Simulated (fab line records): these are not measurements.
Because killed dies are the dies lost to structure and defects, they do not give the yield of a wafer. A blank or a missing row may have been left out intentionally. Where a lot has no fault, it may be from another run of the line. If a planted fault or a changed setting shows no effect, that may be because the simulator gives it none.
fab line records -- flow n5-finfet
record lots=10, wafers=30, last-day=17
route steps=1938 shown BEOL_M1@831 BEOL_M4@1111 PASSIVATION@1936
lots that met no fault: taken from a fault-free run of the same line
start-h: hours from the record's first day to the start of the lot's first wafer shown -- wait-h: how many hours have passed since the lot's step before this one -- " identical to the entry in the row above -- L1.1+2: several wafers, shown together as one row -- - no value present, or no start provided -- * or withheld: withheld -- < > ~ a bound
route shown NAME@n: NAME is a module with steps in the file, n the number in the route of the first one -- usual: mean and standard deviation over wafers with no fault -- same: alike in all rows -- chamber/n: place in a boat -- sites: each site's reading -- _std_site: the values' standard deviation -- _edge_site: inner sites' mean taken away from outer sites' mean -- radius-mm: how far each site lies from the wafer's centre -- mask NAME#n: copy n -- behind: the tool/chamber that last shaped the wafer -- hold: reason for holding the lot/hours on hold/outcome of the hold -- device: the n, p or np transistor that did not switch -- end of line: the same wafers' tests at the end of the route -- a step with no rows: only its recipe -- killed: at the first sort, the dies lost to defects and structure; wafer yield is something else -- map: shows each die of a wafer: x if killed, . if not, _ if none is there
set.NAME: setting as actually run; set.NAME@STEP: the setting as run at that earlier step -- model.NAME: the simulator's own value behind a step, which no gauge read
steps of the route over a sample of lots; a table a step, a row a wafer
services: when a tool's chamber went out of use (start-h, in hours from the record's first day, below 0 if earlier), for how many hours, and the reason
## steps
# step N5_BEOL_M1_ECD_50
# recipe material=Cu, target-thk-a=3000
lot.wafer,tool,chamber,start-h,wait-h
L175.4+5+6,ecd-cu-02,"0,0,1",131.04,0.1
L176.2+3+5,ecd-cu-01,"1,0,0",132.24,0.1
L180.1+2+5,ecd-cu-02,"1,0,1",162.74,0.1
L182.3+5+6,ecd-cu-02,"0,0,1",179.99,0.1
L183.1+4+5,ecd-cu-01,"1,1,0",185.15,0.1
L185.1+2+6,ecd-cu-02,"1,0,0",191.72,0.1
L186.3+4+5,ecd-cu-02,"0,1,0",197.10,0.1
L188.1+2+3,ecd-cu-02,"0,1,1",207.23,0.1
L197.1+2+5,ecd-cu-01,"1,0,0",260.43,0.1
L198.2+3+4,ecd-cu-01,"0,0,1",269.68,0.1
# step N5_BEOL_M1_ANNEAL_51
# recipe temp-c=225, time-s=90, ambient=N2
# usual wafer_temp_C_max=226.1/0.32
lot.wafer,tool,chamber,start-h,wait-h,wafer_temp_C_max
L175.4,rtp-anneal-01,0,131.24,0.2,225.4
L175.5,rtp-anneal-01,0,131.24,0.2,225.9
L175.6,rtp-anneal-01,0,131.24,0.2,225.9
L176.2,rtp-anneal-02,0,132.36,0.1,225.8
L176.3,rtp-anneal-02,0,132.36,0.1,225.8
L176.5,rtp-anneal-02,0,132.36,0.1,226.1
L180.1,rtp-anneal-01,0,162.81,0.1,226.3
L180.2,rtp-anneal-01,0,162.81,0.1,226.1
L180.5,rtp-anneal-01,0,162.81,0.1,225.9
L182.3,rtp-anneal-02,0,180.14,0.1,226.2
L182.5,rtp-anneal-02,0,180.14,0.1,226.6
L182.6,rtp-anneal-02,0,180.14,0.1,226.4
L183.1,rtp-anneal-02,0,185.42,0.2,225.8
L183.4,rtp-anneal-02,0,185.42,0.2,226.6
L183.5,rtp-anneal-02,0,185.42,0.2,226.2
L185.1,rtp-anneal-02,0,192.01,0.3,226.3
L185.2,rtp-anneal-02,0,192.01,0.3,226.1
L185.6,rtp-anneal-02,0,192.01,0.3,226.5
L186.3,rtp-anneal-02,0,197.26,0.1,226.2
L186.4,rtp-anneal-02,0,197.26,0.1,226.8
L186.5,rtp-anneal-02,0,197.26,0.1,226.3
L188.1,rtp-anneal-01,0,207.38,0.1,226.0
L188.2,rtp-anneal-01,0,207.38,0.1,225.5
L188.3,rtp-anneal-01,0,207.38,0.1,225.6
L197.1,rtp-anneal-01,0,260.51,0.1,225.8
L197.2,rtp-anneal-01,0,260.51,0.1,225.8
L197.5,rtp-anneal-01,0,260.51,0.1,226.4
L198.2,rtp-anneal-02,0,269.80,0.1,226.3
L198.3,rtp-anneal-02,0,269.80,0.1,226.4
L198.4,rtp-anneal-02,0,269.80,0.1,226.5
# step N5_BEOL_M1_CMP_52
# recipe stop-on=SiOC, t-overpolish-s=6.8, down-force-psi=1, platen-rpm=50, clearing-platen-down-force-psi=1.5, clearing-platen-rpm=50, post-cmp-clean=cu-alkaline, target-thk-nm=40, clearing-platen-pad-velocity-m-s=0.99484, pad-velocity-m-s=0.99484
# usual edge-zone-pressure-frac=1.000/0.005, motor-current-A=6.1/0.68, time-to-endpoint-s=61.9/2.9
lot.wafer,tool,chamber,start-h,wait-h,edge-zone-pressure-frac,motor-current-A,time-to-endpoint-s
L175.4,cmp-02,0,131.49,0.2,1.003,5.6,60.7
L175.6,cmp-02,2,131.49,0.2,0.996,4.9,58.9
L175.5,cmp-02,3,131.49,0.2,0.989,7.4,55.4
L176.3,cmp-02,0,132.63,0.2,0.999,5.4,63.9
L176.2,cmp-02,3,132.63,0.2,0.997,7.1,59.6
L176.5,cmp-02,0,132.63,0.2,1.000,5.3,62.1
L180.2,cmp-02,0,163.20,0.3,1.005,5.6,59.5
L180.1,cmp-02,1,163.20,0.3,1.003,6.0,56.4
L180.5,cmp-02,2,163.20,0.3,0.997,5.0,59.3
L182.3,cmp-02,1,180.43,0.2,1.004,5.9,63.5
L182.6,cmp-02,3,180.43,0.2,1.001,7.1,59.9
L182.5,cmp-02,0,180.43,0.2,0.992,5.5,61.1
L183.4,cmp-03,2,185.73,0.1,1.000,6.1,56.9
L183.1,cmp-03,3,185.73,0.1,1.002,5.9,60.2
L183.5,cmp-03,2,185.73,0.1,1.005,6.3,58.6
L185.1,cmp-04,3,192.35,0.3,0.994,6.3,64.3
L185.2,cmp-04,0,192.35,0.3,0.994,5.7,49.4
L185.6,cmp-04,3,192.35,0.3,0.994,6.5,66.9
L186.4,cmp-03,3,197.51,0.2,1.004,5.5,50.6
L186.3,cmp-03,1,197.51,0.2,1.004,6.0,67.3
L186.5,cmp-03,2,197.51,0.2,0.996,6.0,50.1
L188.1,cmp-04,2,207.68,0.3,0.993,5.8,64.8
L188.2,cmp-04,3,207.68,0.3,0.999,6.6,51.7
L188.3,cmp-04,0,207.68,0.3,0.989,5.7,64.0
L197.2,cmp-02,1,260.88,0.3,1.003,6.1,61.3
L197.1,cmp-02,2,260.88,0.3,1.003,5.1,63.5
L197.5,cmp-02,0,260.88,0.3,1.000,5.6,65.3
L198.2,cmp-03,2,270.07,0.2,1.004,6.3,60.0
L198.4,cmp-03,3,270.07,0.2,0.993,5.9,60.1
L198.3,cmp-03,1,270.07,0.2,0.996,6.7,62.1
# step N5_BEOL_M1_THK_MEAS_53
# recipe thk-meas-gauge=xrf, reads=Cu_of_BEOL_M1_ECD_50
# usual M1_THK=39.8/1.6
lot.wafer,tool,chamber,start-h,wait-h,M1_THK[nm]
L175.4,film-metro-02,-,131.71,-,40.2
L175.5,film-metro-02,-,131.71,-,40.1
L175.6,film-metro-02,-,131.71,-,38.8
L176.2,film-metro-01,-,132.93,-,37.7
L176.3,film-metro-01,-,132.93,-,37.4
L176.5,film-metro-01,-,132.93,-,38.0
L180.1,film-metro-01,-,163.42,-,37.8
L180.2,film-metro-01,-,163.42,-,37.7
L180.5,film-metro-01,-,163.42,-,38.1
L182.3,film-metro-01,-,180.65,-,39.5
L182.5,film-metro-01,-,180.65,-,40.5
L182.6,film-metro-01,-,180.65,-,41.4
L183.1,film-metro-01,-,186.02,-,38.0
L183.4,film-metro-01,-,186.02,-,39.0
L183.5,film-metro-01,-,186.02,-,40.0
L185.1,film-metro-02,-,192.60,-,40.9
L185.2,film-metro-02,-,192.60,-,38.1
L185.6,film-metro-02,-,192.60,-,41.8
L186.3,film-metro-02,-,197.77,-,38.6
L186.4,film-metro-02,-,197.77,-,40.0
L186.5,film-metro-02,-,197.77,-,39.1
L188.1,film-metro-02,-,207.97,-,40.5
L188.2,film-metro-02,-,207.97,-,40.4
L188.3,film-metro-02,-,207.97,-,40.8
L197.1,film-metro-01,-,261.10,-,37.7
L197.2,film-metro-01,-,261.10,-,40.5
L197.5,film-metro-01,-,261.10,-,40.7
L198.2,film-metro-02,-,270.36,-,37.3
L198.3,film-metro-02,-,270.36,-,37.0
L198.4,film-metro-02,-,270.36,-,40.0
# step N5_BEOL_M1_CO_CAP_55
# recipe material=Co, target-thk-a=20, temp-c=200, precursor=CCTBA/H2, pressure-torr=30, time-s=102.1
# usual heater-power-w=246/32, susceptor-temp-C=200.01/0.15
lot.wafer,tool,chamber,start-h,wait-h,heater-power-w,susceptor-temp-C
L175.4,cvd-co-02,0,131.84,0.1,216,199.98
L175.5,cvd-co-02,2,131.84,0.1,301,200.06
L175.6,cvd-co-02,0,131.84,0.1,217,199.91
L176.2,cvd-co-02,2,133.02,0.0,307,200.04
L176.3,cvd-co-02,2,133.02,0.0,311,200.09
L176.5,cvd-co-02,0,133.02,0.0,219,199.95
L180.1,cvd-co-02,1,163.50,0.0,250,199.74
L180.2,cvd-co-02,0,163.50,0.0,219,200.01
L180.5,cvd-co-02,2,163.50,0.0,301,200.21
L182.3,cvd-co-01,1,180.72,0.0,235,200.26
L182.5,cvd-co-01,1,180.72,0.0,240,199.98
L182.6,cvd-co-01,0,180.72,0.0,244,200.08
L183.1,cvd-co-01,0,186.10,0.0,251,200.00
L183.4,cvd-co-01,1,186.10,0.0,239,199.71
L183.5,cvd-co-01,2,186.10,0.0,206,199.91
L185.1,cvd-co-02,0,192.68,0.0,216,200.06
L185.2,cvd-co-02,2,192.68,0.0,304,199.75
L185.6,cvd-co-02,1,192.68,0.0,256,199.98
L186.3,cvd-co-02,2,197.85,0.0,302,200.08
L186.4,cvd-co-02,1,197.85,0.0,253,199.89
L186.5,cvd-co-02,2,197.85,0.0,305,199.86
L188.1,cvd-co-01,2,208.05,0.0,212,199.80
L188.2,cvd-co-01,1,208.05,0.0,242,199.87
L188.3,cvd-co-01,0,208.05,0.0,254,199.63
L197.1,cvd-co-01,0,261.41,0.0,247,200.15
L197.2,cvd-co-01,2,261.41,0.0,211,200.13
L197.5,cvd-co-01,2,261.41,0.0,208,200.07
L198.2,cvd-co-02,2,270.44,0.0,303,199.84
L198.3,cvd-co-02,1,270.44,0.0,252,199.88
L198.4,cvd-co-02,1,270.44,0.0,257,199.88
# step N5_BEOL_M4_RC_MEAS_101
# usual DIBL_N=36.2/1.4, DIBL_P=36.1/1.5, IOFF_N=0.153/0.02, IOFF_P=0.215/0.03, ION_N=672/8.6, ION_P=463/6.8, SS_N=71.5/0.47, SS_P=73.3/0.57, VT_N=250.6/2.4, VT_P=-249/3.2
lot.wafer,tool,chamber,start-h,wait-h,DIBL_N[mV/V],DIBL_P[mV/V],IOFF_N[nA/um],IOFF_P[nA/um],ION_N[uA/um],ION_P[uA/um],SS_N[mV/dec],SS_P[mV/dec],VT_N[mV],VT_P[mV]
L176.2,prober-02,0,169.79,0.2,34.2,34.5,0.138,0.227,667,469,71.9,73.4,252.3,-246
L176.3,prober-02,0,169.79,0.2,36.8,37.8,0.194,0.293,698,488,72.0,74.1,244.4,-244
L176.5,prober-02,0,169.79,0.2,33.5,33.2,0.126,0.204,671,473,71.0,73.4,253.8,-246
L175.4,prober-01,0,170.06,0.5,37.6,37.9,0.159,0.247,674,474,72.6,72.9,249.2,-247
L175.5,prober-01,0,170.06,0.5,37.6,38.2,0.161,0.259,665,465,72.1,73.1,249.9,-245
L175.6,prober-01,0,170.06,0.5,37.4,37.4,0.151,0.246,661,464,72.0,73.3,252.7,-247
L180.1,prober-02,0,195.10,0.0,36.7,37.2,0.156,0.219,668,460,71.6,73.6,251.8,-251
L180.2,prober-02,0,195.10,0.0,33.9,33.7,0.113,0.172,652,455,70.8,71.9,258.3,-254
L180.5,prober-02,0,195.10,0.0,36.0,36.6,0.146,0.215,662,462,71.3,73.3,250.5,-251
L182.3,prober-02,0,214.07,0.3,34.3,33.5,0.120,0.195,661,468,71.3,72.6,255.7,-250
L182.5,prober-02,0,214.07,0.3,36.0,35.1,0.144,0.229,673,470,71.5,73.6,250.6,-248
L182.6,prober-02,0,214.07,0.3,35.6,34.9,0.146,0.223,669,466,71.7,73.7,251.3,-248
L183.1,prober-02,0,219.67,0.0,34.9,36.3,0.130,0.186,673,461,71.5,73.1,254.1,-253
L183.4,prober-02,0,219.67,0.0,36.1,37.6,0.150,0.212,668,463,71.2,73.0,250.0,-251
L183.5,prober-02,0,219.67,0.0,35.3,36.3,0.134,0.204,673,467,71.8,73.3,253.3,-251
L185.1,prober-02,0,229.18,0.0,37.6,38.4,0.144,0.228,657,461,71.7,73.7,252.0,-246
L185.2,prober-02,0,229.18,0.0,39.3,39.5,0.178,0.256,687,476,71.7,74.3,250.2,-246
L185.6,prober-02,0,229.18,0.0,37.1,37.7,0.144,0.224,670,468,71.6,72.9,250.8,-249
L186.3,prober-02,0,236.34,0.3,36.3,34.9,0.144,0.196,677,462,71.5,73.1,253.0,-252
L186.4,prober-02,0,236.34,0.3,38.6,38.2,0.206,0.250,688,464,71.5,74.8,247.2,-246
L186.5,prober-02,0,236.34,0.3,38.7,37.5,0.192,0.239,672,458,72.1,73.9,248.8,-248
L188.1,prober-02,0,244.40,0.0,37.3,38.1,0.159,0.210,678,461,71.6,73.9,249.5,-250
L188.2,prober-02,0,244.40,0.0,36.6,36.3,0.147,0.189,674,458,70.8,73.4,253.1,-251
L188.3,prober-02,0,244.40,0.0,38.5,38.9,0.178,0.222,682,457,71.1,74.0,247.0,-251
L197.1,prober-02,0,296.07,0.0,35.3,34.7,0.139,0.193,673,460,71.3,73.2,253.2,-250
L197.2,prober-02,0,296.07,0.0,34.6,34.2,0.141,0.188,679,464,70.8,74.3,253.1,-254
L197.5,prober-02,0,296.07,0.0,34.8,34.0,0.134,0.191,679,464,71.5,73.3,251.2,-251
L198.2,prober-01,0,302.39,0.2,34.1,35.2,0.146,0.200,676,467,70.4,73.2,249.4,-249
L198.3,prober-01,0,302.39,0.2,36.1,37.2,0.166,0.217,667,462,71.7,73.4,249.0,-247
L198.4,prober-01,0,302.39,0.2,35.6,36.6,0.160,0.213,676,461,71.5,73.7,250.4,-251
# step N5_PASSIVATION_PROBE_49
# usual defect-limited-yield=91.3/1.3, killed_at_M0_to_M3=35/13, killed_at_M4_up=13/5.2, killed-at-contacts=12/6.2, killed-at-front-end=39/9.6, killed-at-other=3.1/2.6, killed-dies=102/16, killed-open=68/13, killed-short=33/6.9, sort_bin_5_function=5.1/0.87, sort_bin_6_memory=3.3/0.67, sort-n-pass=1078/16, sort-yield-pct=91.3/1.3
# same gross-dies=1180, killed-at-back-side=0, sort_bin_4_leakage[%]=0, sort_bin_8_speed[%]=0
lot.wafer,tool,chamber,start-h,wait-h,defect-limited-yield[%],killed_at_M0_to_M3,killed_at_M4_up,killed-at-contacts,killed-at-front-end,killed-at-other,killed-dies,killed-open,killed-short,sort_bin_5_function[%],sort_bin_6_memory[%],sort-n-pass,sort-yield-pct[%]
L185.1,prober-01,-,330.14,0.0,90.5,52,16,9,29,6,112,79,33,6.4,3.0,1068,90.5
L185.2,prober-01,-,330.19,0.1,90.8,55,10,14,29,1,109,70,38,4.8,4.2,1071,90.8
L185.6,prober-01,-,330.39,0.3,87.1,89,12,15,34,2,152,102,50,7.9,4.4,1028,87.1
# killed by level:class
L185.1 BEOL_M0_SAQP:geometric-particle:open=14 BEOL_M4:geometric-particle:open=9 BEOL_M0_SAQP:geometric-particle:short=8 MOL_CONTACT_COAG:geometric-particle:open=7 FIN_SAQP:geometric-particle:open=6 STI_FIN_REVEAL:geometric-particle:open=6 DUMMY_GATE:geometric-particle:open=6 BEOL_M0:geometric-particle:open=6
L185.2 BEOL_M1:geometric-particle:open=18 BEOL_M2:geometric-particle:open=11 MOL_CONTACT_COAG:geometric-particle:open=9 BEOL_M0_SAQP:geometric-particle:open=9 BEOL_M0_SAQP:geometric-particle:short=8 FIN_SAQP:geometric-particle:short=6 MOL_CONTACT_COAG:geometric-particle:short=5 FIN_SAQP:geometric-particle:open=4
L185.6 BEOL_M0_SAQP:geometric-particle:open=26 BEOL_M0_SAQP:geometric-particle:short=25 MOL_CONTACT_COAG:geometric-particle:open=12 BEOL_M1:geometric-particle:open=11 STI_FIN_REVEAL:geometric-particle:open=10 BEOL_M2:geometric-particle:open=9 BEOL_M3:geometric-particle:open=9 FIN_SAQP:geometric-particle:short=6
## services
tool,chamber,start-h,hours,kind
cvd-co-02,1,114.67,-,clean
cvd-co-02,1,114.67,22.0,scheduled-down
cvd-co-02,1,114.67,22.0,vent-cycle
cmp-04,-,119.65,4.0,pm
cmp-04,-,123.65,-,consumable-replace:conditioner
cmp-04,-,123.65,-,consumable-replace:pad
cmp-04,-,125.54,2.5,repair
ecd-cu-01,-,126.21,2.8,repair
cvd-co-01,-,141.10,0.9,repair
cmp-02,-,148.02,6.0,pm
ecd-cu-02,-,152.31,1.1,repair
cmp-03,-,181.29,1.4,repair
cmp-04,-,181.50,0.7,repair
cmp-02,-,191.26,3.9,repair
cmp-03,-,208.04,34.2,repair
cmp-04,-,233.26,0.4,repair
cvd-co-02,-,241.53,13.1,repair
cmp-02,-,242.03,4.0,pm
cmp-02,-,246.03,-,consumable-replace:conditioner
cmp-02,-,246.03,-,consumable-replace:pad
cvd-co-02,-,261.52,6.9,pm
cmp-04,-,269.15,1.0,repair
## key
first-sign step=N5_BEOL_M1_CMP_52, reading=time-to-endpoint-s, direction=down, sigmas=4, usual=*, struck=*
effect none on later readings
met-at N5_BEOL_M1_ECD_50
struck-lots L185,L186,L188
struck-wafers L185.2,L186.4,L186.5,L188.2
not-acting-at N5_BEOL_M1_ANNEAL_51,N5_BEOL_M1_THK_MEAS_53,N5_BEOL_M1_CO_CAP_55
onset-between 179.99 191.72
fault kind=process-parameter-drift, tool=ecd-cu-02, chamber=-, onset-h=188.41, steps=N5_BEOL_M1_ECD_50, channel=target-thk-a, offset=*, shape=step, end-h=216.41, scope=struck-wafers-only, acts-in=*, stated=*
